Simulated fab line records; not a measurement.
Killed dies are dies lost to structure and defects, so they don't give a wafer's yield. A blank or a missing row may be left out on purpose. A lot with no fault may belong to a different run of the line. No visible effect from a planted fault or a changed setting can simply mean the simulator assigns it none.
Which tool did it?    flow n5Finfet    Sampling: 9 lots, 27 wafers, 5 of 1938 route steps

## WHAT THE GAUGES READ, wafer by wafer
N5_ZERO_LAYER_CD_MEAS_11: target cd 2000 nm. Usual: 2000.9 nm for cdNm, sd 2.
lot   measured     on        cdNm (nm)             flag
L914  day 2 00:40  cdSem-01  1999.5 1999.7 1997.0  
L915  day 2 06:46  cdSem-02  2001.6 2002.4 2004.4  
L917  day 2 18:38  cdSem-03  2002.8 2002.7 2002.1  
L924  day 4 12:46  cdSem-03  1999.3 2000.9 2001.1  
L925  day 4 18:40  cdSem-01  1998.8 2003.5 1999.7  
L928  day 5 12:47  cdSem-01  2001.3 2001.0 2003.5  
L931  day 6 06:38  cdSem-03  2006.5 2002.3 2005.0  
L933  day 6 18:47  cdSem-02  1999.1 2000.9 2001.4  
L934  day 7 00:46  cdSem-03  2000.2 1999.5 1999.4  

N5_BEOL_M4_RC_MEAS_101. Usual: CJ_N 4.38, standard deviation 0.091; DIBL_N 35.8 mV/V, standard deviation 1.8; DIBL_P 35.9 mV/V, standard deviation 2.2; IOFF_N 0.16 nA/um, standard deviation 0.035; IOFF_N_85C 3.0 nA/um, standard deviation 0.56; IOFF_N_LIN 0.072 nA/um, standard deviation 0.013; IOFF_N_LONG 5.53e-05 nA/um, standard deviation 2.2e-06; IOFF_P 0.21 nA/um, standard deviation 0.04; ION_N 672 uA/um, standard deviation 11; ION_P 461 uA/um, standard deviation 7.4; RS_PWELL 3018 ohm/sq, standard deviation 21; SS_N 71.4 mV/dec, standard deviation 0.64; SS_P 73.2 mV/dec, standard deviation 0.67; VT_N 250 mV, standard deviation 3.5; VT_N_LVT 99 mV, standard deviation 3.5; VT_P -251 mV, standard deviation 3.4.
lot   measured      on         CJ_N            DIBL_N (mV/V)     DIBL_P (mV/V)   IOFF_N (nA/um)     IOFF_N_85C (nA/um)  IOFF_N_LIN (nA/um)  IOFF_N_LONG (nA/um)            IOFF_P (nA/um)  ION_N (uA/um)  ION_P (uA/um)  RS_PWELL (ohm/sq)  SS_N (mV/dec)      SS_P (mV/dec)   VT_N (mV)    VT_N_LVT (mV)  VT_P (mV)       flag
L914  day 7 21:46   prober-02  0.09 0.09 0.09  137.7 66.6 102.0  32.9 34.0 33.8  47.18 5.70 25.26   364.8 61.2 216.5    1.961 0.477 1.269   0.0001022 0.0001017 0.0001017  0.17 0.18 0.18  703 700 708    451 462 452    - - -              162.8 116.9 144.7  72.0 71.9 73.0  235 244 236  84 91 83       -254 -255 -252  OFF
L915  day 8 15:26   prober-02  0.09 0.09 0.09  91.0 102.2 121.4  36.8 32.4 33.6  23.37 22.90 39.84  201.6 198.8 317.7   1.259 1.169 1.705   0.0001058 0.0001066 0.0001056  0.25 0.18 0.18  717 695 704    471 458 454    - - -              137.7 145.2 156.1  73.6 72.4 72.8  230 238 231  80 85 82       -246 -251 -250  OFF
L917  day 9 08:31   prober-01  4.42 4.35 4.49  35.9 35.0 36.8    37.2 35.8 37.1  0.16 0.14 0.17     3.1 2.8 3.2         0.072 0.067 0.075   5.27e-05 5.29e-05 5.37e-05     0.21 0.20 0.21  671 669 675    464 459 464    3044 3046 3046     72.0 71.6 71.9     73.4 72.8 73.3  250 252 250  99 101 98      -250 -254 -249  
L924  day 11 11:02  prober-02  4.51 4.38 4.28  39.1 34.3 34.8    39.8 33.5 35.5  0.23 0.12 0.14     4.3 2.4 2.7         0.099 0.059 0.067   5.4e-05 5.32e-05 5.3e-05       0.27 0.17 0.20  690 665 667    472 457 463    3034 3025 3020     72.2 70.7 70.3     73.6 73.1 72.8  244 254 252  94 103 100     -248 -252 -248  
L925  day 11 16:23  prober-02  4.47 4.38 4.34  35.2 37.3 37.5    34.5 37.3 38.5  0.14 0.16 0.18     2.7 3.1 3.4         0.063 0.074 0.084   5.62e-05 5.44e-05 5.32e-05     0.18 0.22 0.25  667 684 682    459 467 465    3021 3026 3015     70.5 71.4 71.2     72.1 72.6 73.1  252 250 246  100 99 96      -250 -250 -249  
L928  day 12 01:48  prober-02  4.41 4.32 4.34  31.7 34.5 33.8    31.2 35.6 34.5  0.09 0.13 0.12     1.9 2.7 2.5         0.045 0.064 0.060   5.59e-05 5.48e-05 5.49e-05     0.13 0.19 0.18  654 667 667    456 461 469    3030 3050 3036     70.2 70.7 70.6     71.9 73.1 72.2  258 251 251  108 101 101    -256 -251 -251  
L931  day 12 20:54  prober-01  4.36 4.39 4.37  37.0 37.4 36.3    36.5 37.5 36.1  0.16 0.17 0.17     3.1 3.3 3.2         0.073 0.078 0.076   5.74e-05 5.63e-05 5.81e-05     0.22 0.26 0.22  673 670 671    455 462 463    3001 3023 2980     71.6 71.8 71.5     73.1 74.1 73.4  251 248 250  100 97 97      -249 -245 -247  
L933  day 12 23:56  prober-01  4.54 4.41 4.46  37.1 36.5 33.7    37.8 36.8 32.5  0.17 0.15 0.11     3.3 3.0 2.3         0.076 0.071 0.054   5.62e-05 5.65e-05 5.7e-05      0.21 0.20 0.15  679 674 660    458 468 454    3043 3022 3052     72.1 71.4 70.9     74.1 73.9 72.8  246 251 255  98 97 102      -251 -255 -255  
L934  day 13 21:09  prober-02  4.38 4.36 4.40  35.9 35.5 35.3    34.6 34.3 33.3  0.14 0.14 0.12     2.8 2.9 2.5         0.066 0.069 0.061   5.64e-05 5.59e-05 5.48e-05     0.20 0.20 0.19  676 683 669    467 466 464    3043 2995 3023     70.8 71.0 70.5     73.0 72.3 72.7  249 249 254  101 98 102     -252 -251 -252  

## EACH LOT AND THE TOOL THAT RAN IT (in order: tool; ch and the chambers of the sampled wafers; start)
lot   N5_WELL_APT_DESCUM_13             N5_WELL_APT_STRIP_16               N5_PMOS_HMC_CHANNEL_EPI_HM_DEP_34
L914  rieDiel-04 ch 0,2,3, day 2 01:41  wetBench-02 ch 3,5,6, day 2 02:10  pecvd-04 ch 1,2, day 2 04:36
L915  rieDiel-02 ch 0,1, day 2 07:48    wetBench-02 ch 2,6,7, day 2 08:17  pecvd-02 ch 0,1, day 2 10:55
L917  rieDiel-04 ch 0,2, day 2 19:56    wetBench-03 ch 0,1,5, day 2 20:25  pecvd-03 ch 0,1,2, day 2 22:44
L924  rieDiel-04 ch 1,2,3, day 4 13:53  wetBench-02 ch 0,3,7, day 4 14:23  pecvd-03 ch 0,1,2, day 4 17:11
L925  rieDiel-04 ch 1,2,3, day 4 19:47  wetBench-03 ch 1,5,6, day 4 20:18  pecvd-02 ch 1,2, day 4 22:44
L928  rieDiel-04 ch 0,2,3, day 5 14:06  wetBench-04 ch 1,2,6, day 5 14:36  pecvd-02 ch 0,1, day 5 17:02
L931  rieDiel-02 ch 0,1,2, day 6 07:38  wetBench-03 ch 0,3,4, day 6 08:08  pecvd-04 ch 0,1,2, day 6 10:53
L933  rieDiel-04 ch 0,1,2, day 6 19:50  wetBench-03 ch 0,2,5, day 6 20:20  pecvd-04 ch 1,2, day 6 23:13
L934  rieDiel-02 ch 0,2,3, day 7 01:46  wetBench-02 ch 0,2,5, day 7 02:16  pecvd-02 ch 0,1, day 7 04:58
- N5_WELL_APT_DESCUM_13: chemistry O2, time 7.9 s.
- N5_WELL_APT_STRIP_16: strips in SPM, time 900 s.
- N5_PMOS_HMC_CHANNEL_EPI_HM_DEP_34: deposits SiO2 from TEOS/O2, target thk 36 nm, time 6.9 s.

## AS READ BY THE TOOLS THEMSELVES (means over the sampled wafers that have a number; for cases with no such wafer, the mark the record gives instead)
N5_WELL_APT_DESCUM_13. Usual: drypumpMotorCurrentA 5.6 A, standard deviation 0.44; oesProductAu 0.79 a.u., standard deviation 0.093; rfVppV 243.3 V, standard deviation 1.3; showerheadPlenumPTorr 2.11 Torr, standard deviation 0.062; throttleValvePct 20.34 %, standard deviation 0.18.
lot   tool        drypumpMotorCurrentA (A)  oesProductAu (a.u.)  rfVppV (V)  showerheadPlenumPTorr (Torr)  throttleValvePct (%)  flag
L914  rieDiel-04  5.5                       0.76                 243.3       2.09                          20.42                 
L915  rieDiel-02  5.4                       0.81                 244.0       2.13                          20.26                 
L917  rieDiel-04  5.8                       0.80                 244.5       2.13                          20.33                 
L924  rieDiel-04  5.4                       0.81                 243.9       2.16                          20.33                 
L925  rieDiel-04  5.3                       0.80                 244.0       2.16                          20.34                 
L928  rieDiel-04  5.5                       0.83                 244.3       2.17                          20.32                 
L931  rieDiel-02  5.8                       0.76                 243.2       2.09                          20.38                 
L933  rieDiel-04  5.7                       0.74                 243.5       2.11                          20.39                 
L934  rieDiel-02  5.8                       0.83                 240.9       2.06                          20.33                 

N5_WELL_APT_STRIP_16. Usual: bathGuardTempC 130.0 C, standard deviation 0.5; bathHeatDutyPct 15.0 %, standard deviation 2.3.
lot   tool         bathGuardTempC (C)  bathHeatDutyPct (%)  flag
L914  wetBench-02  -                   -                    OFF
L915  wetBench-02  -                   -                    OFF
L917  wetBench-03  130.0               14.3                 
L924  wetBench-02  130.5               15.6                 
L925  wetBench-03  129.6               14.1                 
L928  wetBench-04  129.8               15.8                 
L931  wetBench-03  129.8               13.4                 
L933  wetBench-03  130.2               13.2                 
L934  wetBench-02  130.6               13.8                 

N5_PMOS_HMC_CHANNEL_EPI_HM_DEP_34. Usual: heaterPowerW 584 W, standard deviation 140; showerheadPlenumPTorr 8.35 Torr, standard deviation 0.034; throttleValvePct 18.5 %, standard deviation 0.5.
lot   tool      heaterPowerW (W)  showerheadPlenumPTorr (Torr)  throttleValvePct (%)  flag
L914  pecvd-04  542               8.34                          18.2                  
L915  pecvd-02  834               8.34                          18.2                  
L917  pecvd-03  479               8.37                          18.8                  
L924  pecvd-03  507               8.35                          18.7                  
L925  pecvd-02  696               8.37                          18.3                  
L928  pecvd-02  815               8.33                          18.2                  
L931  pecvd-04  549               8.36                          18.3                  
L933  pecvd-04  584               8.34                          18.3                  
L934  pecvd-02  801               8.36                          18.8                  

## THE ANSWER, worked out from the rows above alone
Rule: a lot is off if the mean of its wafers that have a number lies more than 3 standard deviations from the usual mean. Also off: a lot with no number at a reading for which 4 or more lots have one. The other lots that the step has rows for count as sound. First the gauges in route order, then the tools' own readings, where a lot's mean is used as printed above. At the first step where some lot is off, the reading lying furthest off is the one used; lots without a number count as furthest.
Off: L914, L915, at N5_BEOL_M4_RC_MEAS_101 (RS_PWELL). Without a number there: L914, L915.
A tool fits if, at a process step before that reading, it ran every lot that is off, and no sound lot after the first of them. The gauges at N5_BEOL_M4_RC_MEAS_101 aren't tried: what is off there is off at N5_WELL_APT_STRIP_16 too, on other tools, and a gauge's error can't cause that. No candidate that was tried fits.

## WHAT THE SIMULATOR HAD PUT IN
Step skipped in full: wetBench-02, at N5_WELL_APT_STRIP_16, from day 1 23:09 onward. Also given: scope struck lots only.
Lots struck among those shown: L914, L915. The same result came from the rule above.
